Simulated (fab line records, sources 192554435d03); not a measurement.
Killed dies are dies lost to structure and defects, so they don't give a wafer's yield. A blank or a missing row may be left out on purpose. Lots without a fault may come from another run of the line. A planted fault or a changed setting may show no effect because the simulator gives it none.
fab line records | flow n5_finfet | part 1 of 2: steps 1 to 16 of 27
record lots=5 wafers=15 last_day=16
route steps=1938 shown BEOL_M5@1150
lots that met no fault: from a run of the same line without faults
start_h: hours from the record's first day to the start of the lot's first wafer shown | wait_h: hours since the lot's step before | " the same as in the row above | L1.1+2: a row that stands for several wafers | - no value, or no start given | * or withheld: withheld | < > ~ a bound
route shown NAME@n: a module of which the file shows steps, and the number in the route of the first | usual: mean/standard deviation of fault-free wafers | same: alike in all rows | chamber/n: place in a boat | sites: the reading at each site | _std_site: their standard deviation | _edge_site: outer sites' mean less inner sites' | radius_mm: how far each site lies from the wafer's centre | mask NAME#n: copy n | behind: the tool/chamber that last shaped the wafer | hold: why the lot was held/for how many hours/how that ended | device: the transistor (n, p or np) that didn't switch | end of line: the same wafers' tests at the end of the route | a step without rows: its recipe alone | killed: dies lost to structure and defects at the first sort, not the wafer's yield | map: a wafer's dies, x killed, . not, _ none there
set.NAME: the setting as run; set.NAME@STEP: as run at that earlier step | model.NAME: the simulator's own value behind a step, which no gauge read
lots at some steps of the route; a table a step, a row a wafer
services: from which hour (start_h, from the record's first day; less than 0 if before it) a tool's chamber was out of use, for how many hours, and why
## steps
# step N5_BEOL_M5_INSPECT_30
# recipe mode=adi inspect_instrument=brightfield
# usual raw_defect_count=403/89
# columns lot.wafer tool chamber start_h wait_h raw_defect_count
L080.3 defect_inspect-02 - 205.28 0.0 362
L080.4 " - " " 507
L080.6 " - " " 389
L079.2 defect_inspect-01 - 205.56 0.0 385
L079.5 " - " " 478
L079.6 " - " " 239
L086.3 defect_inspect-01 - 252.18 0.0 466
L086.4 " - " " 374
L086.5 " - " " 365
L087.2 defect_inspect-02 - 258.34 0.0 416
L087.3 " - " " 368
L087.4 " - " " 487
L089.1 defect_inspect-01 - 278.61 0.1 502
L089.2 " - " " 294
L089.4 " - " " 497
# step N5_BEOL_M5_DESCUM_33
# recipe chemistry=O2 time_s=7 source_power_w=50 bias_power_w=20 pressure_mtorr=20 rf_frequency_hz=2.712e+07 temp_c=40 resist=CAR-EUV o2_flow_sccm=225
# usual drypump_motor_current_A=5.7/0.54 oes_product_au=0.76/0.094 rf_vpp_V=243.4/1.5 showerhead_plenum_p_Torr=2.11/0.072 throttle_valve_pct=20.31/0.29
# columns lot.wafer tool chamber start_h wait_h drypump_motor_current_A oes_product_au rf_hours_counter_h rf_vpp_V showerhead_plenum_p_Torr throttle_valve_pct
L080.3 rie_diel-04 3 205.31 0.0 5.9 0.68 240 242.4 1.98 20.47
L080.4 " 2 " " 4.9 0.71 207 245.4 2.17 20.41
L080.6 " 3 " " 5.9 0.68 - 241.2 1.98 20.45
L079.2 rie_diel-02 3 205.59 0.0 6.5 0.70 197 241.4 2.04 20.18
L079.5 " 2 " " 6.3 0.74 - 241.9 2.03 20.64
L079.6 " 1 " " 5.1 0.69 - 244.8 2.14 20.19
L086.3 rie_diel-02 1 252.50 0.3 5.1 0.68 247 243.7 2.14 20.21
L086.4 " 3 " " 6.4 0.70 212 242.0 2.03 20.18
L086.5 " 2 " " 6.4 0.73 - 241.1 2.02 20.68
L087.2 rie_diel-06 1 258.94 0.6 5.4 0.81 82 243.2 2.10 19.87
L087.3 " 3 " " 5.2 0.70 191 242.1 2.00 20.55
L087.4 " 2 " " 6.2 0.85 53 242.1 2.01 20.33
L089.1 rie_diel-06 3 278.64 0.0 5.2 0.70 197 241.4 2.00 20.56
L089.2 " 1 " " 5.4 0.81 87 243.9 2.09 19.87
L089.4 " 0 " " 5.9 0.71 224 244.3 2.18 20.83
# step N5_BEOL_M5_ETCH_75
# recipe chemistry=N2/H2 target=underlayer target_depth_a=65 mask_material=CAR-EUV time_s=5.2 ion_energy_ev=200 pressure_mtorr=30 source_w=840 bias_w=150 n2_flow_sccm=200 h2_flow_sccm=200 ends=cleared
# usual drypump_motor_current_A=5.8/0.55 etch_rf_on_time_s=5.26/0.19 oes_product_au=0.65/0.082 rf_vpp_V=524.9/2.7 showerhead_plenum_p_Torr=2.57/0.089 throttle_valve_pct=17.77/0.29
# columns lot.wafer tool chamber start_h wait_h drypump_motor_current_A etch_rf_on_time_s oes_product_au rf_hours_counter_h rf_vpp_V showerhead_plenum_p_Torr throttle_valve_pct
L080.3 rie_diel-04 3 205.35 0.0 5.9 5.52 0.57 240 522.1 2.39 17.85
L080.4 " 2 " " 4.9 5.29 0.62 207 526.9 2.62 17.73
L080.6 " 3 " " 5.9 5.56 0.57 - 521.4 2.39 17.84
L079.2 rie_diel-02 3 205.63 0.0 6.5 5.67 0.59 197 521.8 2.54 17.93
L079.5 " 2 " " 6.4 5.22 0.62 - 522.0 2.43 17.95
L079.6 " 1 " " 5.1 5.15 0.60 - 526.9 2.61 17.63
L086.3 rie_diel-02 1 252.54 0.0 5.1 5.12 0.60 247 527.3 2.60 17.69
L086.4 " 3 " " 6.5 5.65 0.57 212 524.7 2.53 17.97
L086.5 " 2 " " 6.4 5.14 0.61 - 518.7 2.42 17.94
L087.2 rie_diel-06 1 258.98 0.0 5.4 5.21 0.69 82 526.0 2.55 17.24
L087.3 " 3 " " 5.2 5.13 0.61 191 520.7 2.44 18.11
L087.4 " 2 " " 6.2 5.11 0.74 53 520.3 2.47 17.84
L089.1 rie_diel-06 3 278.68 0.0 5.2 5.13 0.59 197 521.0 2.43 18.12
L089.2 " 1 " " 5.4 5.23 0.68 87 526.1 2.55 17.24
L089.4 " 0 " " 5.9 5.23 0.59 224 526.7 2.64 18.19
# step N5_BEOL_M5_ETCH_67
# recipe chemistry=CF4 target=SiARC target_depth_a=156 mask_material=CAR-EUV time_s=26 ion_energy_ev=80 pressure_mtorr=40 source_w=545 bias_w=36 Ar_flow_sccm=100 cf4_flow_sccm=100 ends=cleared
# usual drypump_motor_current_A=5.7/0.55 etch_rf_on_time_s=26.1/0.91 oes_product_au=0.65/0.082 rf_vpp_V=184.4/1.2 showerhead_plenum_p_Torr=2.16/0.074 throttle_valve_pct=15.58/0.2
# columns lot.wafer tool chamber start_h wait_h drypump_motor_current_A etch_rf_on_time_s oes_product_au rf_hours_counter_h rf_vpp_V showerhead_plenum_p_Torr throttle_valve_pct
L080.3 rie_diel-04 3 205.36 0.0 5.9 28.0 0.57 240 184.0 2.04 15.82
L080.4 " 2 " " 4.8 26.1 0.61 207 184.4 2.21 15.67
L080.6 " 3 " " 5.9 27.6 0.57 - 181.0 2.04 15.83
L079.2 rie_diel-02 3 205.64 0.0 6.4 28.3 0.59 197 184.8 2.13 15.70
L079.5 " 2 " " 6.3 25.8 0.62 - 182.4 2.04 15.61
L079.6 " 1 " " 5.1 26.2 0.59 - 185.2 2.20 15.54
L086.3 rie_diel-02 1 252.56 0.0 5.1 25.8 0.59 247 184.9 2.20 15.57
L086.4 " 3 " " 6.5 27.6 0.58 212 182.8 2.13 15.73
L086.5 " 2 " " 6.3 25.0 0.63 - 183.5 2.04 15.62
L087.2 rie_diel-06 1 258.99 0.0 5.4 26.5 0.68 82 183.9 2.16 15.24
L087.3 " 3 " " 5.2 26.1 0.61 191 183.0 2.03 15.55
L087.4 " 2 " " 6.2 25.8 0.73 53 183.7 2.09 15.67
L089.1 rie_diel-06 3 278.69 0.0 5.2 25.9 0.61 197 182.1 2.03 15.56
L089.2 " 1 " " 5.4 26.4 0.67 87 184.5 2.15 15.26
L089.4 " 0 " " 5.9 26.3 0.59 224 184.9 2.20 15.89
# step N5_BEOL_M5_ETCH_68
# recipe chemistry=N2/H2 target=SOC target_depth_a=800 overetch_a=160 mask_material=SiARC temp_c=40 time_s=120 ion_energy_ev=200 pressure_mtorr=30 source_w=840 bias_w=150 n2_flow_sccm=200 h2_flow_sccm=200
# usual drypump_motor_current_A=5.7/0.55 oes_product_au=0.58/0.065 rf_vpp_V=524.5/2.7 showerhead_plenum_p_Torr=2.57/0.089 throttle_valve_pct=17.73/0.29
# columns lot.wafer tool chamber start_h wait_h drypump_motor_current_A oes_product_au rf_hours_counter_h rf_vpp_V showerhead_plenum_p_Torr throttle_valve_pct
L080.3 rie_diel-04 3 205.39 0.0 5.9 0.53 240 519.3 2.39 17.80
L080.4 " 2 " " 4.8 0.55 207 526.7 2.62 17.69
L080.6 " 3 " " 5.9 0.54 - 521.2 2.39 17.82
L079.2 rie_diel-02 3 205.67 0.0 6.5 0.55 197 523.0 2.54 17.92
L079.5 " 2 " " 6.3 0.55 - 521.3 2.43 17.88
L079.6 " 1 " " 5.1 0.53 - 526.9 2.61 17.61
L086.3 rie_diel-02 1 252.58 0.0 5.1 0.53 247 525.5 2.60 17.63
L086.4 " 3 " " 6.5 0.54 212 523.0 2.53 17.94
L086.5 " 2 " " 6.3 0.54 - 519.2 2.42 17.92
L087.2 rie_diel-06 1 259.02 0.0 5.4 0.61 82 524.9 2.55 17.20
L087.3 " 3 " " 5.2 0.54 191 518.8 2.43 18.06
L087.4 " 2 " " 6.2 0.65 53 520.8 2.47 17.80
L089.1 rie_diel-06 3 278.72 0.0 5.2 0.54 197 520.5 2.43 18.08
L089.2 " 1 " " 5.4 0.61 87 524.7 2.55 17.20
L089.4 " 0 " " 5.9 0.54 224 527.9 2.64 18.15
# step N5_BEOL_M5_STRIP_69
# recipe chemistry=N2/H2 temp_c=40 n2_flow_sccm=200 h2_flow_sccm=200 rf_frequency_hz=6e+07
# columns lot.wafer tool chamber start_h wait_h
L080.3+4+6 rie_diel-04 3,2,3 205.47 0.0
L079.2+5+6 rie_diel-02 3,2,1 205.75 0.0
L086.3+4+5 rie_diel-02 1,3,2 252.66 0.0
L087.2+3+4 rie_diel-06 1,3,2 259.10 0.0
L089.1+2+4 rie_diel-06 3,1,0 278.80 0.0
# step N5_BEOL_M5_STRIP_76
# recipe chemistry=N2/H2 temp_c=40 n2_flow_sccm=200 h2_flow_sccm=200 rf_frequency_hz=6e+07
# columns lot.wafer tool chamber start_h wait_h
L080.3+4+6 rie_diel-04 3,2,3 205.48 0.0
L079.2+5+6 rie_diel-02 3,2,1 205.76 0.0
L086.3+4+5 rie_diel-02 1,3,2 252.67 0.0
L087.2+3+4 rie_diel-06 1,3,2 259.11 0.0
L089.1+2+4 rie_diel-06 3,1,0 278.81 0.0
# step N5_BEOL_M5_VIA_ETCH_34
# recipe chemistry=C4F6/O2 target=SiCOH_lowk target_depth_a=883 mask_material=SOC taper_deg=4 time_s=39.2 ion_energy_ev=250 pressure_mtorr=30 source_w=345 bias_w=185 Ar_flow_sccm=300 C4F6_flow_sccm=10 O2_flow_sccm=10
# usual drypump_motor_current_A=5.7/0.55 oes_product_au=0.76/0.094 rf_vpp_V=657/15 showerhead_plenum_p_Torr=2.87/0.091 throttle_valve_pct=20.73/0.25
# columns lot.wafer tool chamber start_h wait_h drypump_motor_current_A oes_product_au rf_hours_counter_h rf_vpp_V showerhead_plenum_p_Torr throttle_valve_pct
L080.3 rie_diel-04 3 205.49 0.0 5.9 0.66 240 654 2.69 20.87
L080.4 " 2 " " 4.9 0.73 207 651 2.90 20.64
L080.6 " 3 " " 5.9 0.66 - 655 2.69 20.86
L079.2 rie_diel-02 3 205.77 0.0 6.5 0.69 197 646 2.84 20.94
L079.5 " 2 " " 6.3 0.73 - 636 2.73 20.89
L079.6 " 1 " " 5.1 0.69 - 687 2.89 20.47
L086.3 rie_diel-02 1 252.68 0.0 5.1 0.69 247 687 2.88 20.49
L086.4 " 3 " " 6.5 0.68 212 646 2.83 20.97
L086.5 " 2 " " 6.3 0.72 - 636 2.72 20.92
L087.2 rie_diel-06 1 259.12 0.0 5.4 0.81 82 654 2.87 20.44
L087.3 " 3 " " 5.2 0.70 191 648 2.69 20.74
L087.4 " 2 " " 6.2 0.86 54 647 2.80 21.10
L089.1 rie_diel-06 3 278.82 0.0 5.2 0.70 197 647 2.69 20.72
L089.2 " 1 " " 5.4 0.79 87 655 2.87 20.45
L089.4 " 0 " " 5.9 0.69 224 684 2.92 21.09
# step N5_BEOL_M5_STRIP_85
# recipe chemistry=C4F6/O2 resist=SiARC rf_frequency_hz=6e+07
# columns lot.wafer tool chamber start_h wait_h
L080.3+4+6 rie_diel-04 3,2,3 205.53 0.0
L079.2+5+6 rie_diel-02 3,2,1 205.81 0.0
L086.3+4+5 rie_diel-02 1,3,2 252.72 0.0
L087.2+3+4 rie_diel-06 1,3,2 259.16 0.0
L089.1+2+4 rie_diel-06 3,1,0 278.86 0.0
# step N5_BEOL_M5_STRIP_36
# recipe chemistry=N2/H2 power_w=450 temp_c=40 pressure_mtorr=20 rf_frequency_hz=6e+07 overash_fraction=0.3 bias_power_w=7 h2_frac=0.5 n2_flow_sccm=200 h2_flow_sccm=200
# usual drypump_motor_current_A=5.8/0.54 oes_product_au=0.76/0.095 power_w=449.9/1.3 rf_vpp_V=59.2/1.5 showerhead_plenum_p_Torr=2.57/0.089 throttle_valve_pct=23.5/0.4
# same overash_fraction=0.3
# columns lot.wafer tool chamber start_h wait_h drypump_motor_current_A oes_product_au power_w rf_hours_counter_h rf_vpp_V showerhead_plenum_p_Torr throttle_valve_pct
L080.3 rie_diel-04 3 205.54 0.0 5.9 0.68 450.4 240 57.4 2.39 23.4
L080.4 " 2 " " 4.9 0.71 451.1 207 58.0 2.61 23.3
L080.6 " 3 " " 5.9 0.68 449.9 - 57.2 2.39 23.4
L079.2 rie_diel-02 3 205.82 0.0 6.5 0.71 451.4 197 59.4 2.53 23.7
L079.5 " 2 " " 6.3 0.74 450.6 - 57.1 2.43 23.7
L079.6 " 1 " " 5.1 0.68 450.5 - 60.3 2.60 23.4
L086.3 rie_diel-02 1 252.73 0.0 5.1 0.68 450.0 247 59.9 2.60 23.4
L086.4 " 3 " " 6.5 0.70 451.6 212 58.5 2.53 23.7
L086.5 " 2 " " 6.3 0.74 451.3 - 61.3 2.42 23.8
L087.2 rie_diel-06 1 259.17 0.0 5.4 0.82 448.2 82 57.8 2.54 22.7
L087.3 " 3 " " 5.2 0.70 451.7 191 60.1 2.43 24.2
L087.4 " 2 " " 6.1 0.85 449.8 54 60.5 2.46 23.5
L089.1 rie_diel-06 3 278.87 0.0 5.2 0.70 447.9 197 59.7 2.43 24.2
L089.2 " 1 " " 5.5 0.80 450.2 87 58.7 2.54 22.7
L089.4 " 0 " " 5.9 0.70 448.6 224 59.1 2.63 23.9
# step N5_BEOL_M5_TRENCH_ETCH_37
# recipe chemistry=C4F6/O2 target_depth_a=716.52 target=SiCOH_lowk time_s=24.7 ion_energy_ev=250 pressure_mtorr=30 source_w=345 bias_w=185 Ar_flow_sccm=300 C4F6_flow_sccm=10 O2_flow_sccm=10
# usual drypump_motor_current_A=5.7/0.55 oes_product_au=0.76/0.094 rf_vpp_V=657/15 showerhead_plenum_p_Torr=2.87/0.091 throttle_valve_pct=20.77/0.25
# columns lot.wafer tool chamber start_h wait_h drypump_motor_current_A oes_product_au rf_hours_counter_h rf_vpp_V showerhead_plenum_p_Torr throttle_valve_pct
L080.3 rie_diel-04 3 - - 5.9 0.68 240 653 2.69 20.88
L080.4 " 2 " " 4.9 0.72 207 652 2.90 20.68
L080.6 " 3 " " 5.9 0.67 - 654 2.69 20.89
L079.2 rie_diel-02 3 - - 6.5 0.69 197 648 2.84 21.01
L079.5 " 2 " " 6.4 0.73 - 637 2.73 20.95
L079.6 " 1 " " 5.1 0.69 - 689 2.89 20.52
L086.3 rie_diel-02 1 - - 5.1 0.68 247 688 2.88 20.52
L086.4 " 3 " " 6.4 0.67 212 646 2.83 21.02
L086.5 " 2 " " 6.3 0.72 - 636 2.72 20.96
L087.2 rie_diel-06 1 - - 5.4 0.80 82 656 2.87 20.48
L087.3 " 3 " " 5.2 0.70 191 649 2.69 20.77
L087.4 " 2 " " 6.2 0.85 54 647 2.80 21.14
L089.1 rie_diel-06 3 - - 5.2 0.70 197 648 2.69 20.75
L089.2 " 1 " " 5.4 0.79 87 656 2.87 20.50
L089.4 " 0 " " 5.9 0.70 224 684 2.92 21.14
# step N5_BEOL_M5_ETCH_41
# recipe chemistry=CH3F/O2 target=SiCN target_depth_a=315 taper_deg=2 time_s=56.7 ion_energy_ev=120 mask_material=TiN pressure_mtorr=30 source_w=395 bias_w=75 Ar_flow_sccm=150 CH3F_flow_sccm=30 O2_flow_sccm=20
# usual drypump_motor_current_A=5.7/0.55 oes_product_au=0.76/0.093 rf_vpp_V=297.6/1.7 showerhead_plenum_p_Torr=2.02/0.067 throttle_valve_pct=16.24/0.24
# columns lot.wafer tool chamber start_h wait_h drypump_motor_current_A oes_product_au rf_hours_counter_h rf_vpp_V showerhead_plenum_p_Torr throttle_valve_pct
L080.3 rie_diel-04 3 - - 5.9 0.67 240 295.2 1.89 16.40
L080.4 " 2 " " 4.9 0.71 207 299.7 2.05 16.26
L080.6 " 3 " " 5.9 0.67 - 294.9 1.88 16.41
L079.2 rie_diel-02 3 - - 6.5 0.69 197 297.2 1.99 16.42
L079.5 " 2 " " 6.3 0.74 - 295.3 1.92 16.37
L079.6 " 1 " " 5.1 0.70 - 299.6 2.03 16.03
L086.3 rie_diel-02 1 - - 5.1 0.69 247 297.6 2.03 16.08
L086.4 " 3 " " 6.4 0.69 212 297.0 1.99 16.46
L086.5 " 2 " " 6.4 0.73 - 294.2 1.91 16.41
L087.2 rie_diel-06 1 - - 5.4 0.80 82 297.9 2.02 15.94
L087.3 " 3 " " 5.2 0.71 191 295.0 1.89 16.25
L087.4 " 2 " " 6.2 0.86 54 296.9 1.96 16.47
L089.1 rie_diel-06 3 - - 5.2 0.70 197 295.0 1.89 16.26
L089.2 " 1 " " 5.4 0.80 87 296.0 2.02 15.97
L089.4 " 0 " " 5.9 0.70 224 298.4 2.06 16.59
# step N5_BEOL_M5_STRIP_91
# recipe chemistry=N2/H2 time_s=10 power_w=450 temp_c=40 pressure_mtorr=20 rf_frequency_hz=6e+07 bias_power_w=7 n2_flow_sccm=200 h2_flow_sccm=200
# usual drypump_motor_current_A=5.7/0.55 oes_product_au=0.76/0.094 rf_vpp_V=59.4/0.83 showerhead_plenum_p_Torr=2.57/0.089 throttle_valve_pct=23.5/0.4
# columns lot.wafer tool chamber start_h wait_h drypump_motor_current_A oes_product_au rf_hours_counter_h rf_vpp_V showerhead_plenum_p_Torr throttle_valve_pct
L080.3 rie_diel-04 3 - - 5.9 0.68 240 59.8 2.39 23.4
L080.4 " 2 " " 4.9 0.72 207 58.9 2.61 23.3
L080.6 " 3 " " 5.9 0.68 - 58.9 2.39 23.4
L079.2 rie_diel-02 3 - - 6.5 0.70 197 58.5 2.53 23.7
L079.5 " 2 " " 6.3 0.73 - 59.8 2.43 23.7
L079.6 " 1 " " 5.1 0.68 - 58.6 2.60 23.4
L086.3 rie_diel-02 1 - - 5.1 0.67 247 58.5 2.60 23.4
L086.4 " 3 " " 6.4 0.69 212 59.1 2.53 23.7
L086.5 " 2 " " 6.3 0.72 - 59.0 2.42 23.7
L087.2 rie_diel-06 1 - - 5.4 0.81 82 59.0 2.54 22.7
L087.3 " 3 " " 5.2 0.69 192 58.7 2.43 24.2
L087.4 " 2 " " 6.2 0.85 54 58.3 2.46 23.5
L089.1 rie_diel-06 3 - - 5.2 0.70 197 59.2 2.43 24.2
L089.2 " 1 " " 5.4 0.80 87 58.0 2.54 22.7
L089.4 " 0 " " 5.9 0.70 224 58.9 2.63 23.9
# step N5_BEOL_M5_OCD_MEAS_38
# usual trench_depth_nm=70.8/2
# columns lot.wafer tool chamber start_h wait_h trench_depth_nm
L080.3 ocd-02 - 205.73 - 67.8
L080.4 " - " " 69.6
L080.6 " - " " 67.3
L079.2 ocd-01 - 206.01 - 67.0
L079.5 " - " " 72.8
L079.6 " - " " 71.5
L086.3 ocd-01 - 252.93 - 71.3
L086.4 " - " " 66.6
L086.5 " - " " 72.8
L087.2 ocd-02 - 259.36 - 71.5
L087.3 " - " " 70.5
L087.4 " - " " 72.8
L089.1 ocd-02 - 279.07 - 71.2
L089.2 " - " " 71.3
L089.4 " - " " 70.6
# step N5_BEOL_M5_HM_STRIP_39
# recipe chemistry=peroxide_tin_strip material=TiN target_depth_a=250 temp_c=50 time_s=158
# usual bath_heat_duty_pct=7.0/0.69
# columns lot.wafer tool chamber start_h wait_h bath_heat_duty_pct
L080.3 wet_bench-03 3 205.76 0.0 7.7
L080.4 " 0 " " 7.5
L080.6 " 2 " " 6.7
L079.2 wet_bench-05 0 206.04 0.0 6.9
L079.5 " 7 " " 6.3
L079.6 " 6 " " 7.7
L086.3 wet_bench-02 0 252.96 0.0 6.4
L086.4 " 5 " " 7.3
L086.5 " 4 " " 7.4
L087.2 wet_bench-02 1 259.39 0.0 8.3
L087.3 " 7 " " 5.6
L087.4 " 3 " " 7.3
L089.1 wet_bench-02 4 279.10 0.0 6.8
L089.2 " 5 " " 7.7
L089.4 " 6 " " 6.7
# step N5_BEOL_M5_SRD_40
# recipe time_s=30 temp_c=23 rinse_liquid=diw dry=ipa_marangoni
# usual bath_heat_duty_pct=3.6/0.48
# columns lot.wafer tool chamber start_h wait_h bath_heat_duty_pct
L080.3 wet_bench-03 3 205.81 0.0 3.7
L080.4 " 0 " " 3.7
L080.6 " 2 " " 3.6
L079.2 wet_bench-05 0 206.09 0.0 3.3
L079.5 " 7 " " 3.0
L079.6 " 6 " " 3.4
L086.3 wet_bench-02 0 253.01 0.0 3.7
L086.4 " 5 " " 2.8
L086.5 " 4 " " 4.1
L087.2 wet_bench-02 1 259.44 0.0 4.1
L087.3 " 7 " " 4.0
L087.4 " 3 " " 3.1
L089.1 wet_bench-02 4 279.15 0.0 3.7
L089.2 " 5 " " 4.3
L089.4 " 6 " " 3.3
